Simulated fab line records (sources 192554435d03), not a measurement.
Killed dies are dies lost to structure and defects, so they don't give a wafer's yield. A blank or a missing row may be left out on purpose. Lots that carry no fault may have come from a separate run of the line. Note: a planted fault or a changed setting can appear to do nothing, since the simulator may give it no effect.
Matching of chambers | flow n5_finfet | N5_SD_EPI_P_SD_RECESS_17 on rie_si-05: 4 sister chambers
The step chemistry HBr/Cl2/O2, target depth 39.1 nm, bt time 3 s. 14 wafers are shown with their chamber, then 7 later ones without.

WAFERS WITH THEIR CHAMBER
wafer  | chamber | drypump_motor_current_A (A) | oes_product_au (a.u.)
L359.2 | 2       | 5.66                        | 1.018
L359.3 | 1       | 5.68                        | 0.978
L359.5 | 1       | 5.67                        | 0.970
L360.4 | 2       | 5.64                        | 1.016
L360.5 | 0       | 6.02                        | 1.036
L360.6 | 3       | 5.77                        | 1.005
L362.2 | 1       | 5.69                        | 0.969
L362.5 | 2       | 5.69                        | 1.012
L362.6 | 3       | 5.74                        | 1.016
L363.2 | 0       | 6.02                        | 1.040
L363.3 | 2       | 5.70                        | 1.018
L363.6 | 1       | 5.68                        | 0.984
L364.3 | 2       | 5.69                        | 1.014
L364.5 | 1       | 5.70                        | 0.975

SIGNATURES (averages over the wafers above)
reading                 | chamber 0 | chamber 1 | chamber 2 | chamber 3 | scatter within a chamber
drypump_motor_current_A | 6.0200    | 5.6840    | 5.6760    | 5.7550    | 0.0187
oes_product_au          | 1.03800   | 0.97520   | 1.01560   | 1.01050   | 0.00496
Rule: a wafer's distance from a chamber is the root of the sum, over the readings, of the square of ((its reading less the chamber's mean) divided by the reading's scatter). The wafer belongs to the nearest chamber; if the next one is less than 2 further off, it can't be placed. How the scatter is found: for the shown wafers, subtract from each reading the mean of its chamber, square and add these, divide the total by (wafers less chambers), then take the root.

WAFERS MISSING THEIR CHAMBER
wafer  | drypump_motor_current_A (A) | oes_product_au (a.u.)
L364.6 | 5.67                        | 1.012
L365.2 | 5.69                        | 0.969
L365.4 | 5.67                        | 1.014
L365.5 | 5.79                        | 1.010
L379.4 | 5.66                        | 1.009
L379.5 | 5.65                        | 1.012
L379.6 | 5.77                        | 1.007

EACH ONE'S CHAMBER
wafer  | from the rows above | in truth
L364.6 | 2                   | 2
L365.2 | 1                   | 1
L365.4 | 2                   | 2
L365.5 | 3                   | 3
L379.4 | 2                   | 2
L379.5 | 2                   | 2
L379.6 | 3                   | 3
7 of 7 placed correctly. Number that these rows cannot place: 0. Placed wrongly: 0.
